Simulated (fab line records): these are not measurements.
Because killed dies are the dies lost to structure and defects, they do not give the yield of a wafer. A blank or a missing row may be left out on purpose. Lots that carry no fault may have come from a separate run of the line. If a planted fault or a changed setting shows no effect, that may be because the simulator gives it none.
Matching of chambers | flow nand_harc | 4 sister chambers for NHARC_P_M1_CMP_23 on cmp-04
The step polishes, t overpolish 20 s, target thk 157.82 nm. 18 wafers are shown with their chamber, then 9 later ones without.

## WAFERS WITH THEIR CHAMBER
wafer  | chamber | motor_current_A (A) | time_to_endpoint_s (s)
L074.1 | 1       | 13.7                | 35
L074.4 | 2       | 13.2                | 30
L074.6 | 1       | 13.4                | 34
L081.2 | 3       | 13.4                | 29
L081.3 | 0       | 10.3                | 24
L081.5 | 3       | 13.9                | 26
L083.2 | 3       | 14.3                | 28
L083.4 | 2       | 12.5                | 26
L083.5 | 2       | 13.4                | 25
L085.1 | 2       | 12.7                | 27
L085.2 | 3       | 13.2                | 27
L085.4 | 0       | 10.4                | 26
L086.1 | 3       | 13.5                | 30
L086.3 | 0       | 10.6                | 27
L086.4 | 2       | 12.5                | 27
L090.2 | 1       | 13.6                | 34
L090.3 | 3       | 13.3                | 30
L090.6 | 1       | 12.5                | 35

SIGNATURES (averages over the wafers above)
reading            | chamber 0 | chamber 1 | chamber 2 | chamber 3 | scatter within a chamber
motor_current_A    | 10.433    | 13.300    | 12.860    | 13.600    | 0.424
time_to_endpoint_s | 25.67     | 34.50     | 27.00     | 28.33     | 1.54
Rule: for each reading, subtract the chamber's mean from the wafer's reading, divide by that reading's scatter and square the result; add these up over the readings and take the root, which gives the wafer's distance from the chamber. The wafer belongs to the nearest chamber; if the next one is less than 2 further off, it can't be placed. The scatter: take each reading less its chamber's mean, square it, sum over the shown wafers, divide by the number of wafers less the number of chambers, and take the root.

## WAFERS WHOSE CHAMBER IS MISSING
wafer  | motor_current_A (A) | time_to_endpoint_s (s)
L094.1 | 12.9                | 25
L094.3 | 14.1                | 26
L094.4 | 10.5                | 24
L096.2 | 10.9                | 29
L096.3 | 13.2                | 28
L096.4 | 14.0                | 31
L097.1 | 13.2                | 28
L097.2 | 12.9                | 25
L097.5 | 13.6                | 29

## WHICH CHAMBER EACH ONE RAN IN
wafer  | from the rows above          | in truth
L094.1 | can't be placed: 2 or 3      | 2
L094.3 | can't be placed: 3 or 2      | 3
L094.4 | 0                            | 0
L096.2 | 0                            | 0
L096.3 | can't be placed: 3 or 2      | 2
L096.4 | can't be placed: 3 or 1 or 2 | 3
L097.1 | can't be placed: 3 or 2      | 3
L097.2 | can't be placed: 2 or 3      | 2
L097.5 | can't be placed: 3 or 2      | 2
Correct placement for 2 of the 9. Not placeable from these rows: 7 (in 7, the candidates include the true chamber). Number placed wrongly: 0.
